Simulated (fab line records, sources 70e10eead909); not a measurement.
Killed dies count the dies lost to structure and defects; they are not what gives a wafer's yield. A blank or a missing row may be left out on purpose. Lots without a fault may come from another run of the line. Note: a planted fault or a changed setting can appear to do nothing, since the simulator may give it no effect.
Matching of chambers || flow nandHarc || pecvd-02 running NHARC_A_STAIRCASE_DEP_301: 3 sister chambers
The step deposits SiON, target thk 30 nm. 3 wafers are shown with their chamber, then 8 later ones without.

== WAFERS PAIRED WITH THEIR CHAMBERS ==
{"wafer": "L088.4", "chamber": 0, "heaterPowerW (W)": 951}
{"wafer": "L088.6", "chamber": 1, "heaterPowerW (W)": 538}
{"wafer": "L091.1", "chamber": 2, "heaterPowerW (W)": 891}

== WAFERS WITHOUT THEIR CHAMBER ==
{"wafer": "L091.3", "heaterPowerW (W)": 627}
{"wafer": "L091.4", "heaterPowerW (W)": 608}
{"wafer": "L090.4", "heaterPowerW (W)": 597}
{"wafer": "L090.5", "heaterPowerW (W)": 837}
{"wafer": "L090.6", "heaterPowerW (W)": 958}
{"wafer": "L095.1", "heaterPowerW (W)": 880}
{"wafer": "L095.4", "heaterPowerW (W)": 604}
{"wafer": "L095.5", "heaterPowerW (W)": 801}

== CHAMBER TAKEN BY EACH ==
{"wafer": "L091.3", "from the rows above": 1, "in truth": 1}
{"wafer": "L091.4", "from the rows above": 1, "in truth": 1}
{"wafer": "L090.4", "from the rows above": 1, "in truth": 1}
{"wafer": "L090.5", "from the rows above": "can't be placed: 2 or 0", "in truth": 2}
{"wafer": "L090.6", "from the rows above": "can't be placed: 0 or 2", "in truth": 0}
{"wafer": "L095.1", "from the rows above": "can't be placed: 2 or 0", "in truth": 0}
{"wafer": "L095.4", "from the rows above": 1, "in truth": 1}
{"wafer": "L095.5", "from the rows above": "can't be placed: 2 or 0", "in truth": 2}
Placed correctly: 4 of 8. Not placeable from these rows: 4 (in 4, the candidates include the true chamber). Placed wrongly: 0.
How it was worked out, from the rows above alone: a wafer's distance from a chamber is the root of the sum, over the readings, of the square of ((its reading less the chamber's mean) divided by the reading's scatter). If the next closest chamber is less than 2 further off than the closest, the wafer can't be placed; otherwise it belongs to the closest. A chamber's mean is the mean of its shown wafers. The scatter: with one shown wafer a chamber, the root of the mean of the squares of how far each hidden wafer lies from its nearest shown one.
